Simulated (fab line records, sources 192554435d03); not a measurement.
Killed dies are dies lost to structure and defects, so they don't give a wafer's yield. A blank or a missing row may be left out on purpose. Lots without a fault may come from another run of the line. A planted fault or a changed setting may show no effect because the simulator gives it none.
Chamber matching | flow n5_finfet | N5_BEOL_M11_CURE_71 on uv_cure-02: 3 sister chambers
The step cures SiCOH lowk, time 240 s. 3 wafers are shown with their chamber, then 11 later ones without.

WAFERS WITH THEIR CHAMBER
wafer  | chamber | wafer_temp_C_max
L074.6 | 0       | 387.2
L090.6 | 2       | 386.9
L093.2 | 1       | 387.2

WAFERS WITHOUT THEIR CHAMBER
wafer  | wafer_temp_C_max
L093.4 | 387.7
L093.6 | 387.6
L094.4 | 387.7
L094.5 | 387.6
L094.6 | 387.6
L076.2 | 387.3
L076.3 | 387.8
L076.5 | 387.4
L096.1 | 386.9
L096.3 | 386.3
L096.4 | 386.5

WHICH CHAMBER EACH WENT THROUGH
wafer  | from the rows above          | in truth
L093.4 | can't be placed: 0 or 1 or 2 | 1
L093.6 | can't be placed: 0 or 1 or 2 | 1
L094.4 | can't be placed: 0 or 1 or 2 | 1
L094.5 | can't be placed: 0 or 1 or 2 | 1
L094.6 | can't be placed: 0 or 1 or 2 | 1
L076.2 | can't be placed: 0 or 1 or 2 | 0
L076.3 | can't be placed: 0 or 1 or 2 | 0
L076.5 | can't be placed: 0 or 1 or 2 | 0
L096.1 | can't be placed: 2 or 0 or 1 | 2
L096.3 | can't be placed: 2 or 0 or 1 | 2
L096.4 | can't be placed: 2 or 0 or 1 | 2
Placed correctly: 0 of 11. Can't be placed from these rows: 11 (the true chamber is among the candidates in 11). Placed wrongly: 0.
How it was worked out, from the rows above alone: a wafer's distance from a chamber is the root of the sum, over the readings, of the square of ((its reading less the chamber's mean) divided by the reading's scatter). The wafer belongs to the nearest chamber; if the next one is less than 2 further off, it can't be placed. A chamber's mean is the mean of its shown wafers. The scatter: with one shown wafer a chamber, the root of the mean of the squares of how far each hidden wafer lies from its nearest shown one.
